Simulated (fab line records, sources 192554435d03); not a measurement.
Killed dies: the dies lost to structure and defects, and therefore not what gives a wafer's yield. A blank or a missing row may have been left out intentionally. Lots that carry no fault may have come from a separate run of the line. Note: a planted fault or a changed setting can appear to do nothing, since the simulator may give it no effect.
Split-lot trial	flow n5_finfet	on a route of 1938 steps: 7 lots, 39 wafers read

ABOUT THE SPLIT
At N5_DUMMY_GATE_ETCH_42 (etches SiO2 in CHF3/O2, target depth 3.5 nm, time 31 s), the setting bias_w was moved away from the recipe's 12 W on 12 of the 39 wafers read, by -14.5% to +17.4%. All remaining wafers had this setting at the recipe value.

The reading comes from the split's own step.

THE READING
rf_vpp_V, in V, at N5_DUMMY_GATE_ETCH_42 (etches SiO2 in CHF3/O2, target depth 3.5 nm, time 31 s). A value of 42.2 V with a standard deviation of 1 V is what fault-free wafers of this fab line usually give.

wafer	tool, chamber at the split	bias_w as run, W	against the recipe	rf_vpp_V, V	against lot-mates on the recipe
L075.1	rie_diel-05, 3	12	recipe	41.4	-
L075.2	rie_diel-05, 1	12	recipe	40.3	-
L075.3	rie_diel-05, 2	12	recipe	40.3	-
L075.4	rie_diel-05, 0	12	recipe	41.9	-
L075.5	rie_diel-05, 3	12	recipe	41.8	-
L075.6	rie_diel-05, 2	12	recipe	41.5	-
L076.1	rie_diel-05, 0	12	recipe	42.3	-
L076.2	rie_diel-05, 1	12	recipe	41.8	-
L076.6	rie_diel-05, 1	12	recipe	41.5	-
L083.1	rie_diel-04, 1	12	recipe	41.6	-
L083.2	rie_diel-04, 2	12	recipe	43.2	-
L083.3	rie_diel-04, 3	11.2	-6.7%	38.8	-3.0
L083.4	rie_diel-04, 0	11.2	-6.7%	39.2	-2.6
L083.5	rie_diel-04, 1	12	recipe	40.5	-
L083.6	rie_diel-04, 0	11.2	-6.7%	38.9	-2.9
L086.1	rie_diel-03, 0	10.26	-14.5%	40.1	-1.7
L086.2	rie_diel-03, 1	10.26	-14.5%	37.9	-3.9
L086.3	rie_diel-03, 3	12	recipe	42.1	-
L086.4	rie_diel-03, 2	10.26	-14.5%	39.1	-2.7
L086.5	rie_diel-03, 1	12	recipe	41.4	-
L086.6	rie_diel-03, 2	12	recipe	41.9	-
L092.1	rie_diel-05, 3	12	recipe	41.9	-
L092.2	rie_diel-05, 2	12	recipe	41.9	-
L092.3	rie_diel-05, 0	12	recipe	42.3	-
L092.4	rie_diel-05, 1	12	recipe	41.5	-
L092.5	rie_diel-05, 3	12	recipe	42.3	-
L092.6	rie_diel-05, 2	12	recipe	42.1	-
L093.1	rie_diel-04, 2	11.22	-6.5%	39.6	-2.0
L093.2	rie_diel-04, 0	12	recipe	41.3	-
L093.3	rie_diel-04, 3	11.22	-6.5%	42.1	+0.5
L093.4	rie_diel-04, 1	12	recipe	41.7	-
L093.5	rie_diel-04, 0	12	recipe	41.7	-
L093.6	rie_diel-04, 3	11.22	-6.5%	39.4	-2.2
L094.1	rie_diel-05, 0	12	recipe	41.5	-
L094.2	rie_diel-05, 3	12	recipe	42.4	-
L094.3	rie_diel-05, 1	12	recipe	41.2	-
L094.4	rie_diel-05, 2	14.09	+17.4%	46.5	+4.8
L094.5	rie_diel-05, 0	14.09	+17.4%	46.3	+4.6
L094.6	rie_diel-05, 1	14.09	+17.4%	46.9	+5.2

FIT RESULTS
A straight line over all 39 wafers: rf_vpp_V changes by +0.251 V for each +1% of bias_w; r = +0.90; the points scatter about the line by 0.82 V.
The same after taking each lot's own level away (the mean of its wafers on the recipe; 39 wafers): +0.253 V for each +1%; r = +0.91; scatter 0.78 V.
On that fit, the largest move of bias_w shifts the reading by 4.4 V.
From 41.20 to 42.00 V: that is the span of the lots' own levels, equal to 0.8 times the standard deviation above.
So the lot-to-lot level changes the slope little: the two slopes agree.
Check: for one of the wafers moved furthest among these (+17.4%), held out of the fit, the line's prediction against its lot-mates is +4.37 V. Against them it came out at +4.8 V.
Tool readings at the split's step, against how far the setting was moved: rf_vpp_V r = +0.90.

THE FILE'S OWN FIT
rf_vpp_V changes by +0.252 V for each +1% of bias_w, r = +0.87.
